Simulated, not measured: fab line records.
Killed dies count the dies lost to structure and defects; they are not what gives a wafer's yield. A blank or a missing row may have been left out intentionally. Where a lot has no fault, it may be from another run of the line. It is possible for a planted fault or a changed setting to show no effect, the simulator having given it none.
Chamber matching / flow n5Finfet / 4 sister chambers for N5_MOL_CONTACT_COAG_ALD_123 on aldSin-01
The step deposits SiNx, target thk 5 nm, pulse time 1 s, purge time 2 s. 22 wafers are shown with their chamber, then 11 later ones without.

## WAFERS, EACH WITH ITS CHAMBER
wafer=L077.1; chamber=3; heaterPowerW (W)=858; precursorPulseHeightRel=1.009
wafer=L077.4; chamber=2; heaterPowerW (W)=825; precursorPulseHeightRel=1.002
wafer=L077.5; chamber=2; heaterPowerW (W)=822; precursorPulseHeightRel=0.993
wafer=L078.1; chamber=3; heaterPowerW (W)=825; precursorPulseHeightRel=1.029
wafer=L078.3; chamber=1; heaterPowerW (W)=893; precursorPulseHeightRel=1.003
wafer=L078.5; chamber=3; heaterPowerW (W)=825; precursorPulseHeightRel=1.021
wafer=L079.2; chamber=0; heaterPowerW (W)=928; precursorPulseHeightRel=0.999
wafer=L079.3; chamber=1; heaterPowerW (W)=895; precursorPulseHeightRel=1.022
wafer=L079.6; chamber=1; heaterPowerW (W)=914; precursorPulseHeightRel=1.004
wafer=L080.3; chamber=3; heaterPowerW (W)=827; precursorPulseHeightRel=0.989
wafer=L080.5; chamber=2; heaterPowerW (W)=834; precursorPulseHeightRel=0.984
wafer=L080.6; chamber=1; heaterPowerW (W)=898; precursorPulseHeightRel=0.990
wafer=L085.1; chamber=2; heaterPowerW (W)=840; precursorPulseHeightRel=0.955
wafer=L085.2; chamber=0; heaterPowerW (W)=925; precursorPulseHeightRel=1.004
wafer=L085.3; chamber=3; heaterPowerW (W)=879; precursorPulseHeightRel=0.981
wafer=L085.4; chamber=1; heaterPowerW (W)=908; precursorPulseHeightRel=0.990
wafer=L085.5; chamber=2; heaterPowerW (W)=867; precursorPulseHeightRel=0.989
wafer=L085.6; chamber=3; heaterPowerW (W)=858; precursorPulseHeightRel=1.022
wafer=L088.3; chamber=0; heaterPowerW (W)=933; precursorPulseHeightRel=0.963
wafer=L088.4; chamber=0; heaterPowerW (W)=948; precursorPulseHeightRel=1.013
wafer=L088.5; chamber=1; heaterPowerW (W)=895; precursorPulseHeightRel=1.036
wafer=L089.1; chamber=0; heaterPowerW (W)=946; precursorPulseHeightRel=0.978

SIGNATURES, as means of the wafers listed above
reading=heaterPowerW; chamber 0=936.00; chamber 1=900.50; chamber 2=837.60; chamber 3=845.33; scatter within a chamber=16.2
reading=precursorPulseHeightRel; chamber 0=0.99140; chamber 1=1.00750; chamber 2=0.98460; chamber 3=1.00850; scatter within a chamber=0.019
Rule: distance of a wafer from a chamber = root of the sum over the readings of ((wafer's reading minus chamber's mean) / reading's scatter) squared. The wafer belongs to the nearest chamber; if the next one is less than 2 further off, it can't be placed. The scatter: take each reading less its chamber's mean, square it, sum over the shown wafers, divide by the number of wafers less the number of chambers, and take the root.

## WAFERS WITH NO CHAMBER GIVEN
wafer=L089.2; heaterPowerW (W)=852; precursorPulseHeightRel=0.964
wafer=L089.3; heaterPowerW (W)=844; precursorPulseHeightRel=0.984
wafer=L089.4; heaterPowerW (W)=887; precursorPulseHeightRel=1.015
wafer=L089.5; heaterPowerW (W)=848; precursorPulseHeightRel=1.034
wafer=L089.6; heaterPowerW (W)=930; precursorPulseHeightRel=0.995
wafer=L091.2; heaterPowerW (W)=860; precursorPulseHeightRel=1.036
wafer=L091.5; heaterPowerW (W)=903; precursorPulseHeightRel=1.019
wafer=L091.6; heaterPowerW (W)=847; precursorPulseHeightRel=1.004
wafer=L097.1; heaterPowerW (W)=849; precursorPulseHeightRel=0.970
wafer=L097.3; heaterPowerW (W)=907; precursorPulseHeightRel=0.987
wafer=L097.6; heaterPowerW (W)=849; precursorPulseHeightRel=0.974

## WHICH CHAMBER EACH WENT THROUGH
wafer=L089.2; from the rows above=can't be placed: 2 or 3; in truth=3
wafer=L089.3; from the rows above=can't be placed: 2 or 3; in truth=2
wafer=L089.4; from the rows above=can't be placed: 1 or 3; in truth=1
wafer=L089.5; from the rows above=can't be placed: 3 or 2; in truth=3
wafer=L089.6; from the rows above=can't be placed: 0 or 1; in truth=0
wafer=L091.2; from the rows above=can't be placed: 3 or 1 or 2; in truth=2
wafer=L091.5; from the rows above=can't be placed: 1 or 0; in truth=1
wafer=L091.6; from the rows above=can't be placed: 3 or 2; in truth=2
wafer=L097.1; from the rows above=can't be placed: 2 or 3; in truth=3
wafer=L097.3; from the rows above=can't be placed: 1 or 0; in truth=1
wafer=L097.6; from the rows above=can't be placed: 2 or 3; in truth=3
Placed correctly: 0 of 11. Not placeable from these rows: 11 (in 11, the candidates include the true chamber). Number placed wrongly: 0.
